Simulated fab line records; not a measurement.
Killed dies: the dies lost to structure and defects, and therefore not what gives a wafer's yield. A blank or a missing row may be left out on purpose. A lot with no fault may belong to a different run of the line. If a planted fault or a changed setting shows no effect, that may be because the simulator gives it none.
A lot that was struck, set against a sound lot + flow nand_harc + 15 out of 1302 route steps
Sound: the wafers L416.3, L416.4, L416.5. Struck: wafer L419.5 (L419.3, L419.4, from the same lot, were not struck and are left out); the cause is given at the end.
Order at every step that has rows: each side's tool, ch and its chambers, its first start. Under that, the readings that differ: sound wafers + struck wafers + difference of the means + sigmas: that difference in standard deviations of wafers without a fault.
alike: words and numbers the same on both sides, and readings whose means are apart by under 2 such deviations; not compared: readings that were withheld, readings missing a value for some wafer, numbers with overlapping values and no deviation given by the record, and bounds like >300 which may hide the same value.
A row with sigmas, a row that says differs or no value, or rows on one side alone: a step with any of these is where the two part. Non-overlapping numbers with no deviation appear without sigmas and do not part them. Lack of a reading on every wafer of one side parts them only where that side has two or more wafers.

first, 1 step without rows for these wafers: NHARC_A_ONON_D1_DEP_09 (target thk 1000 nm).
NHARC_A_ONON_D1_THK_MEAS_11: measures by ellipsometry.
  struck on film_metro-02, day 9 03:24; sound on film_metro-01, day 8 00:29
  alike: thk_nm
then NHARC_A_ONON_D1_DEP_12 (target thk 1000 nm), 1 step lacking rows for these wafers.
NHARC_A_ONON_D1_THK_MEAS_14: measures by ellipsometry.
  struck on film_metro-01, day 9 03:58; sound on film_metro-02, day 8 01:02
  alike: thk_nm
then, 2 steps without rows for these wafers: NHARC_A_ONON_D1_ANNEAL_15 (time 3600 s); NHARC_A_ONON_D1_DEP_16 (target thk 1000 nm).
NHARC_A_ONON_D1_THK_MEAS_18: measures by ellipsometry.
  struck on film_metro-01, day 9 11:44; sound on film_metro-02, day 8 08:50
  alike: thk_nm
then NHARC_A_ONON_D1_DEP_19 (target thk 1000 nm), 1 step lacking rows for these wafers.
NHARC_A_ONON_D1_THK_MEAS_21: measures by ellipsometry.
  struck on film_metro-02, day 9 12:18; sound on film_metro-02, day 8 09:24
| reading     | sound       | struck | difference | sigmas |
|-------------|-------------|--------|------------|--------|
| thk_nm (nm) | 984 985 984 | 1012   | +28        | +3     |
then NHARC_A_ONON_D1_DEP_22 (target thk 1000 nm), 1 step lacking rows for these wafers.
NHARC_A_ONON_D1_THK_MEAS_24: measures by ellipsometry.
  struck on film_metro-01, day 9 12:52; sound on film_metro-01, day 8 09:58
| reading     | sound          | struck | difference | sigmas |
|-------------|----------------|--------|------------|--------|
| thk_nm (nm) | 1008 1008 1008 | 985    | -23        | -3     |
NHARC_A_ONON_D1_DEP_25: target thk 1000 nm.
  sound on pecvd_onon-04 ch 0, day 8 10:08; struck on pecvd_onon-04 ch 0, day 9 13:02
  alike: n2_flow_sccm
NHARC_A_ONON_D1_THK_MEAS_27: measures by ellipsometry.
  struck on film_metro-01, day 9 13:26; sound on film_metro-01, day 8 10:31
| reading     | sound         | struck | difference | sigmas |
|-------------|---------------|--------|------------|--------|
| thk_nm (nm) | 1000 998 1000 | 1324   | +325       | +30    |
then NHARC_A_ONON_D1_DEP_28 (target thk 1000 nm), 1 step lacking rows for these wafers.
-- the record jumps here: 16 days lie between the struck wafers' starts before and after (it left off in module A_ONON_D1 and takes up again in module END, whose first step shown is number 1302 of the route) --
NHARC_END_SORT_01:
  sound on prober-02 ch 0, day 24 16:59; struck on prober-01 ch 0, day 25 10:17
| reading         | sound    | struck | difference | sigmas |
|-----------------|----------|--------|------------|--------|
| killed_at_array | 61 74 83 | 668    | +595       | +31    |
| killed_dies     | 67 81 92 | 677    | +597       | +31    |
  alike: killed_at_other, killed_at_periphery, killed_open, killed_short

## WHERE THEY PART
Last at NHARC_END_SORT_01 as far as this record goes, first at NHARC_A_ONON_D1_THK_MEAS_21.

WHY: what the simulator had put in
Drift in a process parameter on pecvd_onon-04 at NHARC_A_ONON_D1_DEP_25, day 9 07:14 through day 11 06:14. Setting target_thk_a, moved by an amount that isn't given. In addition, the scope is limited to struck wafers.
